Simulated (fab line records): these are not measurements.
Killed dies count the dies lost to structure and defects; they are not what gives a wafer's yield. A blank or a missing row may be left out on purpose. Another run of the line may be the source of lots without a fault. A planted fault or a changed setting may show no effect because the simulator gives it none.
Matching of chambers + flow nandHarc + NHARC_P_GATE_DESCUM_31 on rieDiel-11 has 4 sister chambers
The step chemistry O2, time 3 s. 27 wafers are shown with their chamber, then 12 later ones without.

WAFERS, EACH WITH ITS CHAMBER
| wafer  | chamber | drypumpMotorCurrentA (A) | showerheadPlenumPTorr (Torr) | oesProductAu (a.u.) |
|--------|---------|--------------------------|------------------------------|---------------------|
| L075.2 | 3       | 5.5                      | 2.04                         | 1.013               |
| L075.3 | 2       | 6.6                      | 1.88                         | 1.005               |
| L075.4 | 0       | 5.6                      | 1.93                         | 0.998               |
| L076.1 | 0       | 5.6                      | 1.93                         | 0.992               |
| L076.3 | 1       | 4.9                      | 1.98                         | 1.010               |
| L076.4 | 2       | 6.6                      | 1.88                         | 1.010               |
| L076.2 | 3       | 5.5                      | 2.04                         | 1.012               |
| L076.5 | 1       | 4.9                      | 1.98                         | 1.003               |
| L076.6 | 2       | 6.6                      | 1.88                         | 1.005               |
| L077.1 | 3       | 5.5                      | 2.04                         | 1.015               |
| L077.2 | 2       | 6.6                      | 1.88                         | 0.989               |
| L077.6 | 2       | 6.6                      | 1.87                         | 0.994               |
| L078.2 | 3       | 5.5                      | 2.04                         | 1.016               |
| L078.4 | 0       | 5.6                      | 1.93                         | 0.976               |
| L078.6 | 0       | 5.6                      | 1.93                         | 0.976               |
| L081.2 | 3       | 5.5                      | 2.04                         | 1.008               |
| L081.3 | 0       | 5.6                      | 1.93                         | 0.982               |
| L081.6 | 0       | 5.6                      | 1.93                         | 0.973               |
| L082.1 | 3       | 5.5                      | 2.04                         | 1.018               |
| L082.4 | 0       | 5.7                      | 1.93                         | 0.989               |
| L082.5 | 1       | 4.9                      | 1.98                         | 0.993               |
| L086.1 | 3       | 5.5                      | 2.04                         | 1.016               |
| L086.3 | 0       | 5.6                      | 1.93                         | 0.987               |
| L086.4 | 2       | 6.6                      | 1.87                         | 1.005               |
| L086.2 | 1       | 4.9                      | 1.98                         | 0.993               |
| L086.5 | 0       | 5.7                      | 1.93                         | 0.988               |
| L086.6 | 3       | 5.5                      | 2.04                         | 1.003               |

SIGNATURES (means of the wafers above)
| reading               | chamber 0 | chamber 1 | chamber 2 | chamber 3 | scatter within a chamber |
|-----------------------|-----------|-----------|-----------|-----------|--------------------------|
| drypumpMotorCurrentA  | 5.622     | 4.900     | 6.600     | 5.500     | 0.026                    |
| showerheadPlenumPTorr | 1.9300    | 1.9800    | 1.8767    | 2.0400    | 0.00241                  |
| oesProductAu          | 0.98456   | 0.99975   | 1.00133   | 1.01262   | 0.0074                   |
Rule: a wafer's distance from a chamber is the root of the sum, over the readings, of the square of ((its reading less the chamber's mean) divided by the reading's scatter). The wafer belongs to the nearest chamber; if the next one is less than 2 further off, it can't be placed. The scatter: take each reading less its chamber's mean, square it, sum over the shown wafers, divide by the number of wafers less the number of chambers, and take the root.

WAFERS WHOSE CHAMBER IS MISSING
| wafer  | drypumpMotorCurrentA (A) | showerheadPlenumPTorr (Torr) | oesProductAu (a.u.) |
|--------|--------------------------|------------------------------|---------------------|
| L092.4 | 5.5                      | 2.04                         | 1.015               |
| L092.5 | 6.6                      | 1.87                         | 0.982               |
| L092.6 | 4.9                      | 1.98                         | 0.996               |
| L093.1 | 4.9                      | 1.98                         | 1.002               |
| L093.4 | 5.6                      | 1.93                         | 1.016               |
| L093.5 | 5.5                      | 2.04                         | 1.021               |
| L094.1 | 5.5                      | 2.04                         | 1.022               |
| L094.4 | 6.6                      | 1.87                         | 0.995               |
| L094.5 | 4.9                      | 1.98                         | 1.002               |
| L097.1 | 5.5                      | 2.04                         | 1.009               |
| L097.3 | 6.6                      | 1.87                         | 0.984               |
| L097.4 | 4.9                      | 1.98                         | 1.006               |

THE CHAMBER EACH PASSED THROUGH
| wafer  | from the rows above | in truth |
|--------|---------------------|----------|
| L092.4 | 3                   | 3        |
| L092.5 | 2                   | 2        |
| L092.6 | 1                   | 1        |
| L093.1 | 1                   | 1        |
| L093.4 | 0                   | 0        |
| L093.5 | 3                   | 3        |
| L094.1 | 3                   | 3        |
| L094.4 | 2                   | 2        |
| L094.5 | 1                   | 1        |
| L097.1 | 3                   | 3        |
| L097.3 | 2                   | 2        |
| L097.4 | 1                   | 1        |
Correct placement for 12 of the 12. Number that these rows cannot place: 0. Wrongly placed: 0.
